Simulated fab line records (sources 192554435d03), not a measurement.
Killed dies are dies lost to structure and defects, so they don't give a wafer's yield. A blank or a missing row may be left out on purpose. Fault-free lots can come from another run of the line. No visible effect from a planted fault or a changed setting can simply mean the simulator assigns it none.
fab line records | flow n5-finfet
record: lots: 7 | wafers: 39
route steps=1938 shown BEOL_M15@1809 PASSIVATION@1903
start-h: start of the lot's first displayed wafer, in hours after the record's first day | wait-h: how many hours have passed since the lot's step before this one | " the same as in the row above | L1.1+2: several wafers, shown together as one row | - either no value or no given start | * or withheld: withheld | < > ~ a bound
route shown NAME@n: a module of which the file shows steps, and the number in the route of the first | usual: mean and standard deviation over wafers with no fault | same: alike in all rows | chamber/n: place in a boat | sites: the reading at each site | _std_site: standard deviation of those values | _edge_site: mean of outer sites minus mean of inner sites | radius-mm: how far each site lies from the wafer's centre | mask NAME#n: copy n | behind: tool/chamber where the wafer was last shaped | hold: why the lot was held/for how many hours/how that ended | device: the transistor (n, p or np) that didn't switch | end of line: the route-end tests of the same wafers | for a step that has no rows: nothing shown but its recipe | killed: not the wafer's yield, but the dies lost to structure and defects at the first sort | map: a wafer's dies, x killed, . not, _ none there
set.NAME: the run value of the setting; set.NAME@STEP: its run value at that earlier step | model.NAME: the simulator's own value behind a step, which no gauge read
one table per step and one row per wafer, for lots whose settings were changed on purpose
== steps ==
step: N5_BEOL_M15_TRENCH_ETCH_34
recipe: chemistry: C4F8/O2/Ar | target: SiO2 | target-depth-a: 8729.3 | he-inner-torr: 15 | he-outer-torr: 30 | time-s: 199 | ion-energy-ev: 800 | pressure-mtorr: 20 | source-w: 1905 | bias-w: 2040 | Ar_flow_sccm: 400 | C4F8_flow_sccm: 16 | O2_flow_sccm: 12
lot.wafer | tool        | chamber | start-h | wait-h | set.target-depth-a | model.etch.depth-nm | model.coat_of_BEOL_M15_COAT_22.thk-nm
L075.2    | rie-diel-05 | 0       | 254.11  | 0.0    | 8729.3             | 879.2               | 540.2
L075.4    | "           | 1       | "       | "      | 8729.3             | 851                 | 544.6
L075.5    | "           | 3       | "       | "      | 8729.3             | 877.7               | 537.4
L077.1    | rie-diel-02 | 3       | 264.96  | 0.0    | 8729.3             | 860.1               | 548.2
L077.2    | "           | 1       | "       | "      | 8729.3             | 873                 | 539
L077.3    | "           | 0       | "       | "      | 8729.3             | 866.1               | 544.2
L077.4    | "           | 2       | "       | "      | 8729.3             | 860.2               | 542
L077.5    | "           | 1       | "       | "      | 8729.3             | 879.6               | 538.2
L077.6    | "           | 0       | "       | "      | 8729.3             | 857                 | 547
L083.1    | rie-diel-04 | 2       | 316.58  | 0.0    | 10760              | 1076                | 508.8
L083.2    | "           | 3       | "       | "      | 8729.3             | 877.9               | 543.2
L083.3    | "           | 1       | "       | "      | 10760              | 1060                | 508.2
L083.4    | "           | 0       | "       | "      | 8729.3             | 857.5               | 555.6
L083.5    | "           | 1       | "       | "      | 8729.3             | 859.6               | 549.8
L083.6    | "           | 0       | "       | "      | 10760              | 1055                | 516.6
L085.1    | rie-diel-05 | 1       | 316.81  | 0.0    | 13480              | 1356                | 443
L085.2    | "           | 2       | "       | "      | 13480              | 1308                | 455.8
L085.3    | "           | 3       | "       | "      | 13480              | 1364                | 445.4
L085.4    | "           | 0       | "       | "      | 8729.3             | 879.8               | 544.6
L085.5    | "           | 3       | "       | "      | 8729.3             | 887.6               | 540
L085.6    | "           | 2       | "       | "      | 8729.3             | 851.1               | 546.8
L086.1    | rie-diel-02 | 3       | 317.02  | 0.0    | 10990              | 1096                | 503
L086.2    | "           | 1       | "       | "      | 10990              | 1090                | 498.8
L086.3    | "           | 2       | "       | "      | 8729.3             | 852.4               | 547.8
L086.4    | "           | 3       | "       | "      | 10990              | 1096                | 502.6
L086.5    | "           | 1       | "       | "      | 8729.3             | 873.2               | 544.2
L086.6    | "           | 2       | "       | "      | 8729.3             | 858.1               | 548.2
L089.1    | rie-diel-02 | 1       | 347.14  | 0.0    | 8729.3             | 854.1               | 549.4
L089.2    | "           | 2       | "       | "      | 11380              | 1109                | 495.6
L089.3    | "           | 0       | "       | "      | 11380              | 1113                | 498.8
L089.4    | "           | 1       | "       | "      | 11380              | 1112                | 495.6
L089.5    | "           | 0       | "       | "      | 8729.3             | 863.3               | 549.2
L089.6    | "           | 2       | "       | "      | 8729.3             | 845.6               | 548.2
L095.1    | rie-diel-04 | 2       | 378.72  | 0.0    | 8729.3             | 867.2               | 547
L095.2    | "           | 3       | "       | "      | 5853               | 595.6               | 596.2
L095.3    | "           | 0       | "       | "      | 8729.3             | 848.1               | 554
L095.4    | "           | 1       | "       | "      | 5853               | 573.4               | 605
L095.5    | "           | 3       | "       | "      | 8729.3             | 886.1               | 536.2
L095.6    | "           | 0       | "       | "      | 5853               | 570.4               | 604.6
step: N5_BEOL_M15_STRIP_36
recipe: chemistry: O2 | power-w: 600 | temp-c: 60 | pressure-mtorr: 30 | rf-frequency-hz: 6e+07 | bias-power-w: 0 | overash-fraction: 0.3 | o2-flow-sccm: 225
step: N5_BEOL_M15_ECD_47
recipe: material: Cu | target-thk-a: 18600
step: N5_BEOL_M15_ANNEAL_48
recipe: temp-c: 225 | time-s: 90 | ambient: N2
step: N5_BEOL_M15_CMP_49
recipe: stop-on: SiO2 | t-overpolish-s: 4.9 | down-force-psi: 2 | platen-rpm: 80 | clearing-platen-down-force-psi: 2 | clearing-platen-rpm: 80 | post-cmp-clean: cu-alkaline | target-thk-nm: 850 | clearing-platen-pad-velocity-m-s: 1.5917 | pad-velocity-m-s: 1.5917
lot.wafer | tool   | chamber | start-h | wait-h | set.target-depth-a@BEOL_M15_TRENCH_ETCH_34 | model.Cu_of_BEOL_M15_ECD_47.thk-nm
L075.4    | cmp-03 | 1       | 257.15  | 0.3    | 8729.3                                     | 827.6
L075.2    | "      | 0       | "       | "      | 8729.3                                     | 858
L075.5    | "      | 1       | "       | "      | 8729.3                                     | 853.4
L077.2    | cmp-01 | 1       | 267.77  | 0.2    | 8729.3                                     | 850.2
L077.4    | "      | 2       | "       | "      | 8729.3                                     | 836.2
L077.3    | "      | 3       | "       | "      | 8729.3                                     | 843
L077.1    | "      | 0       | "       | "      | 8729.3                                     | 838.2
L077.5    | "      | 1       | "       | "      | 8729.3                                     | 855.4
L077.6    | "      | 2       | "       | "      | 8729.3                                     | 834.6
L083.2    | cmp-01 | 3       | 318.10  | 0.2    | 8729.3                                     | 855
L083.4    | "      | 0       | "       | "      | 8729.3                                     | 835
L083.1    | "      | 1       | "       | "      | 10760                                      | 1051
L083.3    | "      | 2       | "       | "      | 10760                                      | 1036
L083.5    | "      | 3       | "       | "      | 8729.3                                     | 836.4
L083.6    | "      | 0       | "       | "      | 10760                                      | 1032
L085.4    | cmp-02 | 0       | 318.41  | 0.1    | 8729.3                                     | 856.2
L085.1    | "      | 1       | "       | "      | 13480                                      | 1332
L085.3    | "      | 2       | "       | "      | 13480                                      | 1339
L085.2    | "      | 3       | "       | "      | 13480                                      | 1284
L085.6    | "      | 0       | "       | "      | 8729.3                                     | 826.8
L085.5    | "      | 1       | "       | "      | 8729.3                                     | 862.2
L086.3    | cmp-01 | 3       | 318.80  | 0.2    | 8729.3                                     | 829.6
L086.1    | "      | 0       | "       | "      | 10990                                      | 1073
L086.2    | "      | 1       | "       | "      | 10990                                      | 1067
L086.4    | "      | 2       | "       | "      | 10990                                      | 1075
L086.6    | "      | 3       | "       | "      | 8729.3                                     | 835.2
L086.5    | "      | 0       | "       | "      | 8729.3                                     | 851.4
L089.3    | cmp-01 | 1       | 349.95  | 0.2    | 11380                                      | 1091
L089.2    | "      | 2       | "       | "      | 11380                                      | 1087
L089.1    | "      | 3       | "       | "      | 8729.3                                     | 831.8
L089.4    | "      | 0       | "       | "      | 11380                                      | 1090
L089.6    | "      | 1       | "       | "      | 8729.3                                     | 823.8
L089.5    | "      | 2       | "       | "      | 8729.3                                     | 842.6
L095.1    | cmp-02 | 3       | 384.75  | 0.3    | 8729.3                                     | 843.2
L095.4    | "      | 0       | "       | "      | 5853                                       | 549.8
L095.3    | "      | 1       | "       | "      | 8729.3                                     | 824.4
L095.2    | "      | 2       | "       | "      | 5853                                       | 572.2
L095.6    | "      | 3       | "       | "      | 5853                                       | 547.6
L095.5    | "      | 0       | "       | "      | 8729.3                                     | 862.8
step: N5_BEOL_M15_THK_MEAS_50
recipe: thk-meas-gauge: xrf | reads: Cu_of_BEOL_M15_ECD_47
usual: M15_THK: 866/14
lot.wafer | tool          | chamber | start-h | wait-h | set.target-depth-a@BEOL_M15_TRENCH_ETCH_34 | M15_THK[nm]
L075.2    | film-metro-01 | -       | 257.44  | -      | 8729.3                                     | 883
L075.4    | "             | -       | "       | "      | 8729.3                                     | 851
L075.5    | "             | -       | "       | "      | 8729.3                                     | 877
L077.1    | film-metro-01 | -       | 268.07  | -      | 8729.3                                     | 860
L077.2    | "             | -       | "       | "      | 8729.3                                     | 875
L077.3    | "             | -       | "       | "      | 8729.3                                     | 864
L077.4    | "             | -       | "       | "      | 8729.3                                     | 862
L077.5    | "             | -       | "       | "      | 8729.3                                     | 875
L077.6    | "             | -       | "       | "      | 8729.3                                     | 856
L083.1    | film-metro-02 | -       | 318.39  | -      | 10760                                      | 1077
L083.2    | "             | -       | "       | "      | 8729.3                                     | 871
L083.3    | "             | -       | "       | "      | 10760                                      | 1055
L083.4    | "             | -       | "       | "      | 8729.3                                     | 848
L083.5    | "             | -       | "       | "      | 8729.3                                     | 851
L083.6    | "             | -       | "       | "      | 10760                                      | 1057
L085.1    | film-metro-01 | -       | 318.71  | -      | 13480                                      | 1370
L085.2    | "             | -       | "       | "      | 13480                                      | 1327
L085.3    | "             | -       | "       | "      | 13480                                      | 1379
L085.4    | "             | -       | "       | "      | 8729.3                                     | 877
L085.5    | "             | -       | "       | "      | 8729.3                                     | 879
L085.6    | "             | -       | "       | "      | 8729.3                                     | 846
L086.1    | film-metro-02 | -       | 319.09  | -      | 10990                                      | 1093
L086.2    | "             | -       | "       | "      | 10990                                      | 1093
L086.3    | "             | -       | "       | "      | 8729.3                                     | 852
L086.4    | "             | -       | "       | "      | 10990                                      | 1104
L086.5    | "             | -       | "       | "      | 8729.3                                     | 868
L086.6    | "             | -       | "       | "      | 8729.3                                     | 856
L089.1    | film-metro-01 | -       | 350.25  | -      | 8729.3                                     | 853
L089.2    | "             | -       | "       | "      | 11380                                      | 1121
L089.3    | "             | -       | "       | "      | 11380                                      | 1122
L089.4    | "             | -       | "       | "      | 11380                                      | 1126
L089.5    | "             | -       | "       | "      | 8729.3                                     | 868
L089.6    | "             | -       | "       | "      | 8729.3                                     | 847
L095.1    | film-metro-02 | -       | 385.04  | -      | 8729.3                                     | 863
L095.2    | "             | -       | "       | "      | 5853                                       | 582
L095.3    | "             | -       | "       | "      | 8729.3                                     | 844
L095.4    | "             | -       | "       | "      | 5853                                       | 559
L095.5    | "             | -       | "       | "      | 8729.3                                     | 878
L095.6    | "             | -       | "       | "      | 5853                                       | 560
step: N5_BEOL_M15_PRE_CLEAN_52
recipe: gas: NH3 | time-s: 15 | temp-c: withheld | rf-power-w: 300
step: N5_BEOL_M15_DEP_53
recipe: material: SiCN | target-thk-a: 500 | temp-c: withheld | precursor: 3MS/NH3 | pressure-torr: 3 | rf-w: 675 | time-s: 17.8
step: N5_BEOL_M15_RS_MEAS_54
recipe: thk-meas-gauge: four-point-probe | reads: Cu_of_BEOL_M15_ECD_47+Ta_of_BEOL_M15_SPUTTER_44+TaN_of_BEOL_M15_SPUTTER_43
usual: M15_RS: 0.0217/0.00034
lot.wafer | tool          | chamber | start-h | wait-h | set.target-depth-a@BEOL_M15_TRENCH_ETCH_34 | M15_RS[ohm/sq]
L075.2    | film-metro-02 | -       | 257.57  | 0.1    | 8729.3                                     | 0.0214
L075.4    | "             | -       | "       | "      | 8729.3                                     | 0.0222
L075.5    | "             | -       | "       | "      | 8729.3                                     | 0.0215
L077.1    | film-metro-01 | -       | 268.19  | 0.0    | 8729.3                                     | 0.0219
L077.2    | "             | -       | "       | "      | 8729.3                                     | 0.0215
L077.3    | "             | -       | "       | "      | 8729.3                                     | 0.0217
L077.4    | "             | -       | "       | "      | 8729.3                                     | 0.0219
L077.5    | "             | -       | "       | "      | 8729.3                                     | 0.0215
L077.6    | "             | -       | "       | "      | 8729.3                                     | 0.0220
L083.1    | film-metro-01 | -       | 318.52  | 0.0    | 10760                                      | 0.0173
L083.2    | "             | -       | "       | "      | 8729.3                                     | 0.0214
L083.3    | "             | -       | "       | "      | 10760                                      | 0.0176
L083.4    | "             | -       | "       | "      | 8729.3                                     | 0.0219
L083.5    | "             | -       | "       | "      | 8729.3                                     | 0.0219
L083.6    | "             | -       | "       | "      | 10760                                      | 0.0177
L085.1    | film-metro-02 | -       | 318.84  | 0.0    | 13480                                      | 0.0137
L085.2    | "             | -       | "       | "      | 13480                                      | 0.0142
L085.3    | "             | -       | "       | "      | 13480                                      | 0.0136
L085.4    | "             | -       | "       | "      | 8729.3                                     | 0.0214
L085.5    | "             | -       | "       | "      | 8729.3                                     | 0.0212
L085.6    | "             | -       | "       | "      | 8729.3                                     | 0.0222
L086.1    | film-metro-02 | -       | 319.22  | 0.0    | 10990                                      | 0.0170
L086.2    | "             | -       | "       | "      | 10990                                      | 0.0171
L086.3    | "             | -       | "       | "      | 8729.3                                     | 0.0221
L086.4    | "             | -       | "       | "      | 10990                                      | 0.0170
L086.5    | "             | -       | "       | "      | 8729.3                                     | 0.0215
L086.6    | "             | -       | "       | "      | 8729.3                                     | 0.0219
L089.1    | film-metro-01 | -       | 350.38  | 0.0    | 8729.3                                     | 0.0220
L089.2    | "             | -       | "       | "      | 11380                                      | 0.0168
L089.3    | "             | -       | "       | "      | 11380                                      | 0.0167
L089.4    | "             | -       | "       | "      | 11380                                      | 0.0167
L089.5    | "             | -       | "       | "      | 8729.3                                     | 0.0218
L089.6    | "             | -       | "       | "      | 8729.3                                     | 0.0222
L095.1    | film-metro-02 | -       | 385.17  | 0.0    | 8729.3                                     | 0.0218
L095.2    | "             | -       | "       | "      | 5853                                       | 0.0323
L095.3    | "             | -       | "       | "      | 8729.3                                     | 0.0222
L095.4    | "             | -       | "       | "      | 5853                                       | 0.0336
L095.5    | "             | -       | "       | "      | 8729.3                                     | 0.0213
L095.6    | "             | -       | "       | "      | 5853                                       | 0.0337
step: N5_PASSIVATION_DEVELOP_29
recipe: develop-time-s: 60 | rinse-liquid: diw | dry: air-spin | dev-temp-c: 21
lot.wafer        | tool           | chamber | start-h | wait-h | set.develop-time-s
L075.2+4+5       | litho-track-03 | 0       | -       | -      | 60
L077.1+2+5       | litho-track-05 | 0       | -       | -      | 31.56
L077.3+4+6       | "              | 0       | "       | "      | 60
L083.1+2+3+4+5+6 | litho-track-03 | 0       | -       | -      | 60
L085.1+2+3+4+5+6 | litho-track-05 | 0       | -       | -      | 60
L086.1+3+4       | litho-track-01 | 0       | -       | -      | 26.35
L086.2+5+6       | "              | 0       | "       | "      | 60
L089.1+3+6       | litho-track-03 | 0       | -       | -      | 74.23
L089.2+4+5       | "              | 0       | "       | "      | 60
L095.1+2+3+4+5+6 | litho-track-03 | 0       | -       | -      | 60
step: N5_PASSIVATION_HARDBAKE_31
recipe: temp-c: 130 | time-s: 120
step: N5_PASSIVATION_CD_MEAS_30
recipe: target-cd-nm: 4000 | landing-energy-ev: 500 | detector: se-inlens | polarity: opening
usual: cd-nm: 4001.4/1.9
lot.wafer | tool      | chamber | start-h | wait-h | set.develop-time-s@PASSIVATION_DEVELOP_29 | cd-nm
L075.2    | cd-sem-03 | 0       | 268.38  | -      | 60                                        | 3998.5
L075.4    | "         | 0       | "       | "      | 60                                        | 3998.4
L075.5    | "         | 0       | "       | "      | 60                                        | 4000.7
L077.1    | cd-sem-01 | 0       | 279.84  | -      | 31.56                                     | 3989.9
L077.2    | "         | 0       | "       | "      | 31.56                                     | 3986.0
L077.3    | "         | 0       | "       | "      | 60                                        | 4001.7
L077.4    | "         | 0       | "       | "      | 60                                        | 4001.9
L077.5    | "         | 0       | "       | "      | 31.56                                     | 3986.8
L077.6    | "         | 0       | "       | "      | 60                                        | 4003.2
L083.1    | cd-sem-03 | 0       | 326.41  | -      | 60                                        | 3998.8
L083.2    | "         | 0       | "       | "      | 60                                        | 3997.2
L083.3    | "         | 0       | "       | "      | 60                                        | 3997.7
L083.4    | "         | 0       | "       | "      | 60                                        | 4000.5
L083.5    | "         | 0       | "       | "      | 60                                        | 4000.7
L083.6    | "         | 0       | "       | "      | 60                                        | 4000.9
L085.1    | cd-sem-01 | 0       | 326.45  | -      | 60                                        | 4000.5
L085.2    | "         | 0       | "       | "      | 60                                        | 4004.3
L085.3    | "         | 0       | "       | "      | 60                                        | 4000.4
L085.4    | "         | 0       | "       | "      | 60                                        | 4001.5
L085.5    | "         | 0       | "       | "      | 60                                        | 4002.8
L085.6    | "         | 0       | "       | "      | 60                                        | 4001.9
L086.1    | cd-sem-01 | 0       | 326.89  | -      | 26.35                                     | 3983.9
L086.2    | "         | 0       | "       | "      | 60                                        | 3999.9
L086.3    | "         | 0       | "       | "      | 26.35                                     | 3982.5
L086.4    | "         | 0       | "       | "      | 26.35                                     | 3980.8
L086.5    | "         | 0       | "       | "      | 60                                        | 4003.0
L086.6    | "         | 0       | "       | "      | 60                                        | 4001.2
L089.1    | cd-sem-01 | 0       | 360.15  | -      | 74.23                                     | 4004.5
L089.2    | "         | 0       | "       | "      | 60                                        | 3999.6
L089.3    | "         | 0       | "       | "      | 74.23                                     | 4003.0
L089.4    | "         | 0       | "       | "      | 60                                        | 3997.8
L089.5    | "         | 0       | "       | "      | 60                                        | 3999.0
L089.6    | "         | 0       | "       | "      | 74.23                                     | 4005.2
L095.1    | cd-sem-03 | 0       | 391.73  | -      | 60                                        | 4000.1
L095.2    | "         | 0       | "       | "      | 60                                        | 4000.4
L095.3    | "         | 0       | "       | "      | 60                                        | 4001.1
L095.4    | "         | 0       | "       | "      | 60                                        | 4003.1
L095.5    | "         | 0       | "       | "      | 60                                        | 4003.7
L095.6    | "         | 0       | "       | "      | 60                                        | 4001.7
== key ==
split: step: N5_BEOL_M15_TRENCH_ETCH_34 | setting: target-depth-a | stated: 8729.3 | by: wafer
response: step: N5_BEOL_M15_TRENCH_ETCH_34 | reading: model.etch.depth-nm | change: +8.66 | per: 1% | r: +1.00
response: step: N5_BEOL_M15_TRENCH_ETCH_34 | reading: model.coat_of_BEOL_M15_COAT_22.thk-nm | change: -1.73 | per: 1% | r: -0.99
response: step: N5_BEOL_M15_CMP_49 | reading: model.Cu_of_BEOL_M15_ECD_47.thk-nm | change: +8.65 | per: 1% | r: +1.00
response: step: N5_BEOL_M15_THK_MEAS_50 | reading: M15_THK | change: +8.98 | per: 1% | r: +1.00
response: step: N5_BEOL_M15_RS_MEAS_54 | reading: M15_RS | shape: bent | at-lowest: 0.0332 | at-stated: 0.0218 | at-highest: 0.0138
split: step: N5_PASSIVATION_DEVELOP_29 | setting: develop-time-s | stated: 60 | by: wafer
response: step: N5_PASSIVATION_CD_MEAS_30 | reading: cd-nm | change: +0.318 | per: 1% | r: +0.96
